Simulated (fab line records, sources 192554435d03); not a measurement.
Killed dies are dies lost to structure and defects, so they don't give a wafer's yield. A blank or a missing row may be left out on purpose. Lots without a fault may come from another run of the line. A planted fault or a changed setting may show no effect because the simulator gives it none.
Split-lot experiment | flow n5_finfet | 7 lots, 21 wafers read, on a route of 1938 steps

THE SPLIT
At N5_BEOL_M10_PEB_26 (peb time 60 s), the setting peb_time_s was moved away from the recipe's 60 s on 5 of the 21 wafers read, by -18.9% to +7.5%. The other wafers ran this setting at the recipe's value.

FROM THE SPLIT TO THE READING: what the file shows between them, 1 step
- N5_BEOL_M10_DEVELOP_27: develop time 30 s

THE READING
cd_nm, in nm, at N5_BEOL_M10_CD_MEAS_28 (target cd 70 nm). Fault-free wafers of this fab line usually give 69.9 nm, standard deviation 0.8 nm.

wafer  | tool, chamber at the split | peb_time_s as run, s | against the recipe | cd_nm, nm | against lot-mates on the recipe
L077.1 | litho_track-03, 0          | 60                   | recipe             | 68.8      | -
L077.4 | litho_track-03, 0          | 60                   | recipe             | 68.6      | -
L077.5 | litho_track-03, 0          | 60                   | recipe             | 68.7      | -
L081.1 | litho_track-03, 0          | 60                   | recipe             | 70.2      | -
L081.2 | litho_track-03, 0          | 60                   | recipe             | 68.6      | -
L081.3 | litho_track-03, 0          | 60                   | recipe             | 69.4      | -
L083.1 | litho_track-05, 0          | 64.52                | +7.5%              | 72.5      | +2.0
L083.3 | litho_track-05, 0          | 60                   | recipe             | 70.5      | -
L083.4 | litho_track-05, 0          | 64.52                | +7.5%              | 73.8      | +3.3
L085.1 | litho_track-05, 0          | 48.69                | -18.9%             | 60.2      | -10.9
L085.3 | litho_track-05, 0          | 48.69                | -18.9%             | 60.9      | -10.2
L085.4 | litho_track-05, 0          | 60                   | recipe             | 71.1      | -
L096.1 | litho_track-05, 0          | 60                   | recipe             | 70.0      | -
L096.2 | litho_track-05, 0          | 60                   | recipe             | 70.5      | -
L096.5 | litho_track-05, 0          | 52.37                | -12.7%             | 63.1      | -7.1
L095.1 | litho_track-05, 0          | 60                   | recipe             | 69.1      | -
L095.5 | litho_track-05, 0          | 60                   | recipe             | 69.7      | -
L095.6 | litho_track-05, 0          | 60                   | recipe             | 69.9      | -
L097.3 | litho_track-03, 0          | 60                   | recipe             | 71.3      | -
L097.5 | litho_track-03, 0          | 60                   | recipe             | 70.7      | -
L097.6 | litho_track-03, 0          | 60                   | recipe             | 70.8      | -

THE FIT
A straight line over all 21 wafers: cd_nm changes by +0.491 nm for each +1% of peb_time_s; r = +0.97; the points scatter about the line by 0.87 nm.
The same after taking each lot's own level away (the mean of its wafers on the recipe; 21 wafers): +0.529 nm for each +1%; r = +0.99; scatter 0.59 nm.
On that fit, the largest move of peb_time_s shifts the reading by 10 nm.
The lots' own levels span 68.70 to 71.10 nm, that is 3.0 times the standard deviation above.
So the lot-to-lot level changes the slope little: the two slopes agree.
Check: with one of the wafers moved furthest among these (-18.9%) left out of the fit, the line predicts -9.75 nm for it against its lot-mates. It came out at -10.9 nm against them.

OTHER SPLITS ON THESE WAFERS
These wafers also went through other splits before the reading. Each is held against what the fit with the lots' levels taken away leaves over:
other split on the same wafers    | wafers away from the commonest value | r with cd_nm (lot level and that fit taken away)
N5_BEOL_M7_ETCH_41 source_w       | 7                                    | -0.26
N5_BEOL_M9_HM_DEP_02 target_thk_a | 7                                    | +0.57
N5_BEOL_M10_COAT_05 spin_rpm      | 10                                   | -0.07

THE FILE'S OWN FIT
cd_nm changes by +0.541 nm for each +1% of peb_time_s, r = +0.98.
